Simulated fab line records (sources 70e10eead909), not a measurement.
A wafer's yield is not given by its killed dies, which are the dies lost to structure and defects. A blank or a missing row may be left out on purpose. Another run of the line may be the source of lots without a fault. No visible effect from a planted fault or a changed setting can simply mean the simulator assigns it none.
Comparing a struck lot with a sound one + flow nand harc + 41 out of 1302 route steps
Sound: the wafers L784.3, L784.4, L784.5. Struck: wafers L801.1, L801.3 (left out: L801.6, a lot-mate that was not struck); the cause follows at the end.
Order at every step that has rows: each side's tool, ch and its chambers, its first start. Under that, the readings that differ: sound wafers + struck wafers + difference of the means + sigmas: that difference in standard deviations of wafers without a fault.
alike: words and numbers the same on both sides, and readings whose means are apart by under 2 such deviations; not compared: readings that were withheld, readings missing a value for some wafer, numbers with overlapping values and no deviation given by the record, and bounds like >300 which may hide the same value.
A row with sigmas, a row that says differs or no value, or rows on one side alone: a step with any of these is where the two part. Numbers that have no deviation but don't overlap get no sigmas and don't part them. Lack of a reading on every wafer of one side parts them only where that side has two or more wafers.

first, 2 steps without rows for these wafers: NHARC_A_CONTACT_PEB_06 (peb time 65 s); NHARC_A_CONTACT_DEVELOP_07 (develop time 35 s).
NHARC_A_CONTACT_CD_MEAS_08 targets a cd of 200 nm.
  sound on cd sem-02 ch 0, day 23 19:56; struck on cd sem-02 ch 0, day 30 09:40
  alike: cd nm
NHARC_A_CONTACT_OVL_MEAS_09:
  sound on overlay-02 at day 23 20:01; struck on overlay-01 at day 30 09:46
  alike: overlay x nm, overlay y nm
NHARC_A_CONTACT_INSPECT_10:
  sound on defect inspect-02 at day 23 20:03; struck on defect inspect-01 at day 30 09:47
  alike: raw defect count
then, 3 steps without rows for these wafers: NHARC_A_CONTACT_DESCUM_13 (chemistry O2, time 3 s); NHARC_A_CONTACT_ETCH_88 (etches the open film in CF4, target depth 39 nm, time 65 s); NHARC_A_CONTACT_ETCH_89 (etches the open film in N2/H2, target depth 260 nm, time 475.3 s).
NHARC_A_CONTACT_ETCH_30: etches the open film in CF4/CHF3, target depth 72.6 nm, time 36.3 s.
  sound: rie diel-04 ch 0,2,3; struck: rie diel-03 ch 0,2
  alike: drypump motor current A, oes product au, rf vpp V, showerhead plenum p Torr, throttle valve pct
  not compared: rf hours counter h
then, 1 step without rows for these wafers: NHARC_A_CONTACT_ETCH_31 (etches the open film in O2/COS, target depth 2800 nm, time 728 s).
NHARC_A_CONTACT_ETCH_134: etches the open film in C4F8/O2/Ar, time 140 s, target depth 700 nm.
  sound on har cap etch-03 ch 0,1, day 23 21:18; struck on har cap etch-02 ch 0, day 30 11:05
  not compared: rf hours counter h
then, 1 step without rows for these wafers: NHARC_A_CONTACT_ETCH_135 (etches the open film in C4F8/O2/Ar, time 311 s, target depth 1912 nm).
NHARC_A_CONTACT_ETCH_136: etches the open film in C4F8/O2/Ar, time 311 s, target depth 1912 nm.
  sound on har cap etch-03 ch 0,1, day 23 21:48; struck on har cap etch-02 ch 0, day 30 11:34
  not compared: rf hours counter h
then, 1 step without rows for these wafers: NHARC_A_CONTACT_ETCH_137 (etches the open film in C4F8/O2/Ar, time 311 s, target depth 1912 nm).
NHARC_A_CONTACT_ETCH_138: etches the open film in C4F8/O2/Ar, time 311 s, target depth 1914 nm.
  sound on har cap etch-03 ch 0,1, day 23 22:20; struck on har cap etch-02 ch 0, day 30 12:07
  not compared: rf hours counter h
NHARC_A_CONTACT_ETCH_139: etches the open film in C4F8/O2/Ar, time 195 s, target depth 840 nm.
  sound on har cap etch-03 ch 0,1, day 23 22:37; struck on har cap etch-02 ch 0, day 30 12:23
  not compared: rf hours counter h
then, 2 steps without rows for these wafers: NHARC_A_CONTACT_ETCH_92 (etches the open film in CH3F/O2, target depth 40 nm, time 85.7 s); NHARC_A_CONTACT_ETCH_98 (etches the open film in C4F6/O2, target depth 20 nm, time 10 s).
NHARC_A_CONTACT_CD_MEAS_15:
  sound on cd sem-01 at day 23 23:19; struck on cd sem-02 at day 30 13:07
  alike: cd nm
then, 4 steps without rows for these wafers: NHARC_A_CONTACT_STRIP_107 (strips in N2/H2); NHARC_A_CONTACT_STRIP_108 (strips in CF4/CHF3); NHARC_A_CONTACT_STRIP_109 (strips in O2/COS); NHARC_A_CONTACT_ETCH_110 (etches the open film in CF4/O2, target depth 60 nm, overetch 6 nm, time 33 s).
NHARC_A_CONTACT_STRIP_26: strips in O2.
  sound: rie diel-04 ch 0,3; struck: rie diel-03 ch 0,2
| reading                         | sound          | struck    | difference | sigmas |
|---------------------------------|----------------|-----------|------------|--------|
| rf vpp V (V)                    | 57.3 58.1 56.2 | 59.3 59.4 | +2.1       | +2     |
| showerhead plenum p Torr (Torr) | 3.33 3.58 3.33 | 3.52 3.80 | +0.25      | +2     |
  alike: drypump motor current A, oes product au, throttle valve pct
  not compared: rf hours counter h
then, 15 steps without rows for these wafers: NHARC_A_CONTACT_STRIP_27 (strips in post etch residue remover, time 600 s); NHARC_A_CONTACT_ALD_18 (deposits TiN, target thk 3 nm, pulse time 1 s, ald cycles 150); NHARC_A_CONTACT_CVD_19 (deposits W, target thk 300 nm, time 802 s); NHARC_A_CONTACT_CMP_20 (polishes, t overpolish 30 s, target thk 300 nm); NHARC_A_CONTACT_SRD_22; NHARC_A_BLC_DEHYDRATE_00 (time 120 s); NHARC_A_BLC_HMDS_01 (time 30 s); NHARC_A_BLC_COAT_02 (time 75 s); NHARC_A_BLC_COAT_03 (time 65 s); NHARC_A_BLC_COAT_04 (resist thk 90 nm); NHARC_A_BLC_SOFTBAKE_05 (time 55 s); NHARC_A_BLC_EBR_06; NHARC_A_BLC_EXPOSE_07 (exposes mask A BLC, target cd 100 nm); NHARC_A_BLC_PEB_08 (peb time 65 s); NHARC_A_BLC_DEVELOP_09 (develop time 35 s).
NHARC_A_BLC_CD_MEAS_10 targets a cd of 100 nm.
  sound on cd sem-01 ch 0, day 24 02:15; struck on cd sem-01 ch 0, day 30 16:05
  alike: cd nm
-- break in the record here, with 2 days between the starts of the struck wafers on either side (left off in module A_BLC, picked up again in module END, where the first step shown is number 1302 on the route) --
NHARC_END_SORT_01:
  sound on prober-01 ch 0, day 26 00:28; struck on prober-01 ch 0, day 32 17:25
| reading         | sound    | struck  | difference | sigmas |
|-----------------|----------|---------|------------|--------|
| killed at array | 55 49 43 | 117 123 | +71        | +4     |
| killed at other | 4 2 3    | 0 0     | -3         | -2     |
| killed dies     | 64 53 49 | 119 127 | +68        | +4     |
  alike: killed at periphery, killed open, killed short

WHERE THEY PART
First at NHARC_A_CONTACT_STRIP_26; last, within this record, at NHARC_END_SORT_01.

WHY: what the simulator had put in
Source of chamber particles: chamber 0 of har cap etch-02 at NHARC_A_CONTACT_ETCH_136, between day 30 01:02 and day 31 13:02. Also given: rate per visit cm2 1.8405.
